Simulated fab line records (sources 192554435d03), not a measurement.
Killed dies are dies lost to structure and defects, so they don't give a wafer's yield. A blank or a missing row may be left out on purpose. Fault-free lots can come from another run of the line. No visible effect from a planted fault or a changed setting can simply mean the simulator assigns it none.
Chamber matching -- flow n5 finfet -- N5_BEOL_M8_CURE_74 on uv cure-02: 3 sister chambers
The step cures SiCOH lowk, time 240 s. 6 wafers are shown with their chamber, then 7 later ones without.

EACH WAFER AND ITS CHAMBER
wafer,chamber,wafer_temp_C_max,lamp power pct (%)
L076.4,1,387.5,52.28
L076.6,1,387.7,52.26
L085.4,2,386.8,52.23
L085.6,2,386.5,52.35
L091.2,0,386.5,52.31
L091.3,0,386.7,52.29

WAFERS WHOSE CHAMBER IS MISSING
wafer,wafer_temp_C_max,lamp power pct (%)
L091.6,387.1,52.22
L094.2,386.7,52.25
L094.3,386.8,52.24
L094.5,386.2,52.32
L097.1,387.5,52.38
L097.3,386.5,52.40
L097.5,386.6,52.31

CHAMBER TAKEN BY EACH
wafer,from the rows above,in truth
L091.6,can't be placed: 2 or 1 or 0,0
L094.2,can't be placed: 2 or 0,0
L094.3,can't be placed: 2 or 0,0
L094.5,can't be placed: 0 or 2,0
L097.1,1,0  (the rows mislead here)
L097.3,can't be placed: 0 or 2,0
L097.5,can't be placed: 0 or 2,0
Placed correctly: 0 of 7. These rows do not allow placing 6 (true chamber among the candidates in 6). Placed wrongly: 1.
How it was worked out, from the rows above alone: a wafer's distance from a chamber is the root of the sum, over the readings, of the square of ((its reading less the chamber's mean) divided by the reading's scatter). If the next closest chamber is less than 2 further off than the closest, the wafer can't be placed; otherwise it belongs to the closest. Each chamber's mean is taken over the wafers shown for it. How the scatter is found: for the shown wafers, subtract from each reading the mean of its chamber, square and add these, divide the total by (wafers less chambers), then take the root.
